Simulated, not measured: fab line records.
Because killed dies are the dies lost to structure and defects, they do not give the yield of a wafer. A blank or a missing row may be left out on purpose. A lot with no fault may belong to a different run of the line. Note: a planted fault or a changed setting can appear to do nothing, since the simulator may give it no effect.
Which of the tools did it?	flow n5 finfet	14 lots with 42 wafers sampled at 2 steps, on a route of 1938 steps

## WHAT THE GAUGES SHOWED, per wafer
N5_BEOL_M12_RS_MEAS_54: a four-point-probe measurement.
lot	measured	on	M12_RS (ohm/sq)
L198	day 10 19:50	film metro-02	0.0609 0.0605 0.0592
L199	day 11 00:02	film metro-01	0.0603 0.0601 0.0601
L201	day 11 12:31	film metro-01	0.0596 0.0599 0.0598
L200	day 11 14:45	film metro-02	0.0588 0.0590 0.0586
L202	day 11 15:32	film metro-01	0.0615 0.0600 0.0600
L204	day 12 14:33	film metro-01	0.0598 0.0599 0.0607
L207	day 12 23:09	film metro-02	0.0595 0.0597 0.0592
L209	day 14 01:30	film metro-01	0.0590 0.0595 0.0600
L213	day 14 05:07	film metro-01	0.0599 0.0602 0.0602
L215	day 15 05:53	film metro-01	0.0599 0.0590 0.0603
L217	day 15 06:26	film metro-02	0.0600 0.0594 0.0595
L216	day 15 09:43	film metro-02	0.0584 0.0600 0.0585
L218	day 15 13:23	film metro-02	0.0591 0.0596 0.0602
L220	day 16 23:53	film metro-01	0.0602 0.0596 0.0596

## TOOL THAT RAN EACH LOT (tool first, then ch and the chambers of the sampled wafers, then the start)
lot	N5_BEOL_M12_SPUTTER_45
L198	pvd sputter-01, day 10 18:52
L199	pvd sputter-01, day 10 22:18
L201	pvd sputter-01, day 11 11:31
L200	pvd sputter-02, day 11 13:44
L202	pvd sputter-01, day 11 14:26
L204	pvd sputter-03, day 12 13:07
L207	pvd sputter-01, day 12 21:54
L209	pvd sputter-01, day 14 00:30
L213	pvd sputter-01, day 14 04:08
L215	pvd sputter-01, day 15 04:53
L217	pvd sputter-01, day 15 05:27
L216	pvd sputter-03, day 15 08:10
L218	pvd sputter-01, day 15 12:25
L220	pvd sputter-03, day 16 22:34
- N5_BEOL_M12_SPUTTER_45: material Cu, target thk 80 nm, time 13.33 s.

## AS READ BY THE TOOLS THEMSELVES (means over the sampled wafers that have a number; for cases with no such wafer, the mark the record gives instead)
N5_BEOL_M12_SPUTTER_45.
lot	tool	bias v (V)	throttle valve pct (%)
L198	pvd sputter-01	60.5	29.9
L199	pvd sputter-01	60.2	29.7
L201	pvd sputter-01	60.0	29.4
L200	pvd sputter-02	59.8	29.5
L202	pvd sputter-01	59.8	29.0
L204	pvd sputter-03	59.9	30.2
L207	pvd sputter-01	60.0	29.7
L209	pvd sputter-01	60.1	28.8
L213	pvd sputter-01	59.4	30.0
L215	pvd sputter-01	60.0	28.3
L217	pvd sputter-01	60.9	28.8
L216	pvd sputter-03	59.7	29.9
L218	pvd sputter-01	60.5	29.9
L220	pvd sputter-03	59.4	30.1

## THE ANSWER, worked out from the rows above alone
Rule: usual is defined by the lots themselves. The widest of any qualifying gaps counts: lots, ordered by their means at a reading, are off when they make up no more than a third of the lots, leave a main group of 4 or more, and stand apart from it by 3 or more times the standard deviation of that group's means. If all means in a main group match to the digits the tables above print for the reading, that group is not used. Also off: a lot with no number at a reading for which 4 or more lots have one. All remaining lots with rows at the step are treated as sound. The gauges are gone through in route order, then the tools' own readings, and for those a lot's mean is taken as printed above. The first step at which some lot is off is used, and at that step the reading that is off furthest; a lot without a number counts as furthest.
No lot is off on any of the readings shown, so nothing can be concluded from this.

## WHAT THE SIMULATOR HAD INSERTED
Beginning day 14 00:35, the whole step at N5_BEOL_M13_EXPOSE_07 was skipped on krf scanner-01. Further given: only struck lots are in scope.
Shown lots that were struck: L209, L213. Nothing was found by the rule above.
